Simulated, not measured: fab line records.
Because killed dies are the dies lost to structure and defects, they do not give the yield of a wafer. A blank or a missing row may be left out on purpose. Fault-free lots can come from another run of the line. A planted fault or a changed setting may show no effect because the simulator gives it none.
Matching of chambers    flow n5-finfet    3 sister chambers for N5_BEOL_M5_DEP_56 on pecvd-02
The step deposits SiCN from 3MS/NH3, target thk 8 nm, time 14 s. 6 wafers are shown with their chamber, then 7 later ones without.

## WAFERS WITH THEIR CHAMBER
wafer   chamber  throttle-valve-pct (%)  showerhead-plenum-p-Torr (Torr)
L081.2  2        9.2                     3.651
L082.3  2        9.2                     3.653
L090.2  1        8.9                     3.653
L090.5  0        8.8                     3.649
L088.1  1        8.8                     3.657
L088.3  0        9.0                     3.641

## WAFERS WITH NO CHAMBER GIVEN
wafer   throttle-valve-pct (%)  showerhead-plenum-p-Torr (Torr)
L088.4  8.6                     3.656
L093.3  8.7                     3.653
L093.4  8.8                     3.655
L093.6  9.0                     3.658
L094.1  9.0                     3.649
L094.5  8.8                     3.645
L094.6  9.0                     3.657

## EACH ONE'S CHAMBER
wafer   from the rows above           in truth
L088.4  can't be placed: 1 or 0       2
L093.3  can't be placed: 1 or 0       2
L093.4  1                             1
L093.6  can't be placed: 1 or 2 or 0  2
L094.1  can't be placed: 0 or 1 or 2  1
L094.5  can't be placed: 0 or 1       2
L094.6  can't be placed: 1 or 2 or 0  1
Placed correctly: 1 of 7. Not placeable from these rows: 6 (in 3, the candidates include the true chamber). Wrongly placed: 0.
How it was worked out, from the rows above alone: a wafer's distance from a chamber is the root of the sum, over the readings, of the square of ((its reading less the chamber's mean) divided by the reading's scatter). If the next closest chamber is less than 2 further off than the closest, the wafer can't be placed; otherwise it belongs to the closest. For every chamber, the mean is computed from those of its wafers that are shown. The scatter: the root of (the sum of the squares of (reading less its chamber's mean) over the shown wafers, divided by (wafers less chambers)).
